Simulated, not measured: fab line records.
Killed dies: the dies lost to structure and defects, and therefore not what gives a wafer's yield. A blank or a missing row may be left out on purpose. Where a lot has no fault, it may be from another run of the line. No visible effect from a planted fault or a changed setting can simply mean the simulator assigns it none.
A lot that was struck, set against a sound lot -- flow nandHarc -- 17 out of 1159 route steps
Sound: the wafers L435.1, L435.2, L435.3. Struck: wafers L438.2, L438.6 (left out: L438.4, a lot-mate that was not struck); the cause follows at the end.
For every step that has rows: the tool of each side, followed by ch and its chambers, followed by its first start. Under that, the readings that differ: sound wafers -- struck wafers -- difference of the means -- sigmas: that difference in standard deviations of wafers without a fault.
alike: words and numbers the same on both sides, and readings whose means are apart by under 2 such deviations; not compared: readings that were withheld, readings missing a value for some wafer, numbers with overlapping values and no deviation given by the record, and bounds like >300 which may hide the same value.
Wherever a step has rows on one side only, a row that says differs or no value, or a row with sigmas, the two part there. Numbers that don't overlap but have no deviation are shown without sigmas and don't part them. A reading that every wafer of one side lacks parts them only if that side has two wafers or more.

first, 5 steps without rows for these wafers: NHARC_P_STI_SOFTBAKE_04 (time 70 s); NHARC_P_STI_EBR_05; NHARC_P_STI_EXPOSE_06 (exposes mask P STI, target cd 200 nm); NHARC_P_STI_PEB_07 (peb time 80 s); NHARC_P_STI_DEVELOP_08 (time 50 s).
NHARC_P_STI_CD_MEAS_09: the cd target is 200 nm.
  sound on cdSem-01 ch 0, day 5 00:25; struck on cdSem-02 ch 0, day 5 17:25
  alike: cdNm
NHARC_P_STI_OVL_MEAS_10:
  sound: overlay-01 at day 5 00:30; struck: overlay-02 at day 5 17:30
  alike: overlayXNm, overlayYNm
NHARC_P_STI_INSPECT_11:
  sound: defectInspect-01 at day 5 00:32; struck: defectInspect-02 at day 5 17:32
  alike: rawDefectCount
then, 1 step without rows for these wafers: NHARC_P_STI_HARDBAKE_13 (time 65 s).
NHARC_P_STI_DESCUM_14: chemistry O2, time 3 s.
  sound on rieDiel-06 ch 0,1,3, day 5 00:41; struck on rieDiel-06 ch 0,1, day 5 17:40
reading,sound,struck,difference,sigmas
rfVppV (V),60.2 59.2 58.5,56.8 57.8,-2.0,-2
  alike: drypumpMotorCurrentA, oesProductAu, showerheadPlenumPTorr, throttleValvePct
  not compared: rfHoursCounterH
NHARC_P_STI_ETCH_42: etches the open film in N2/H2, target depth 80 nm, overetch 24 nm, time 61 s.
  sound on rieDiel-06 ch 0,1,3, day 5 00:46; struck on rieDiel-06 ch 2,3, day 5 17:46
  alike: drypumpMotorCurrentA, n2FlowSccm, oesProductAu, rfVppV, showerheadPlenumPTorr, throttleValvePct
  not compared: rfHoursCounterH
NHARC_P_STI_ETCH_31: etches the open film in CF4/CHF3, target depth 108.9 nm, time 54.5 s.
  sound on rieDiel-06 ch 1,2,3; struck on rieDiel-06 ch 1,2
  alike: chf3FlowSccm, drypumpMotorCurrentA, oesProductAu, rfVppV, showerheadPlenumPTorr, throttleValvePct
  not compared: rfHoursCounterH
NHARC_P_STI_ETCH_15: etches the open film in HBr/Cl2, target depth 300 nm, time 100.1 s.
  sound on rieSi-02 ch 0,1,2, day 5 00:58; struck on rieSi-03 ch 1, day 5 17:58
reading,sound,struck,difference,sigmas
oesProductAu (a.u.),1.010 0.997 0.989,1.418 1.418,+0.419,+32
model.P_STI.featureDepthNm (nm),306.8 302 295.8,504.1 503.3,+202.2,
  alike: drypumpMotorCurrentA, heBacksideLeakSccm, throttleValvePct
  not compared: rfHoursCounterH
NHARC_P_STI_CD_MEAS_16:
  sound: cdSem-01 at day 5 01:07; struck: cdSem-03 at day 5 18:07
  alike: cdNm
NHARC_P_STI_OCD_MEAS_17:
  sound: ocd-02 at day 5 01:13; struck: ocd-01 at day 5 18:12
reading,sound,struck,difference,sigmas
trenchDepthNm (nm),307 302 296,504 503,+202,+34
trenchFootCdNm (nm),159 154 157,125 129,-30,-9
then, 1 step without rows for these wafers: NHARC_P_STI_STRIP_19 (strips in SPM, time 900 s).
-- break in the record here, with 17 days between the starts of the struck wafers on either side (left off in module P_STI, picked up again in module END, where the first step shown is number 1159 on the route) --
NHARC_END_SORT_01:
  the record has rows for the struck wafers here (prober-02 ch 0, day 22 09:12) and none for the sound ones

WHERE THEY PART
Earliest at NHARC_P_STI_DESCUM_14; latest, in this record, at NHARC_END_SORT_01.

WHY: what the simulator had put in
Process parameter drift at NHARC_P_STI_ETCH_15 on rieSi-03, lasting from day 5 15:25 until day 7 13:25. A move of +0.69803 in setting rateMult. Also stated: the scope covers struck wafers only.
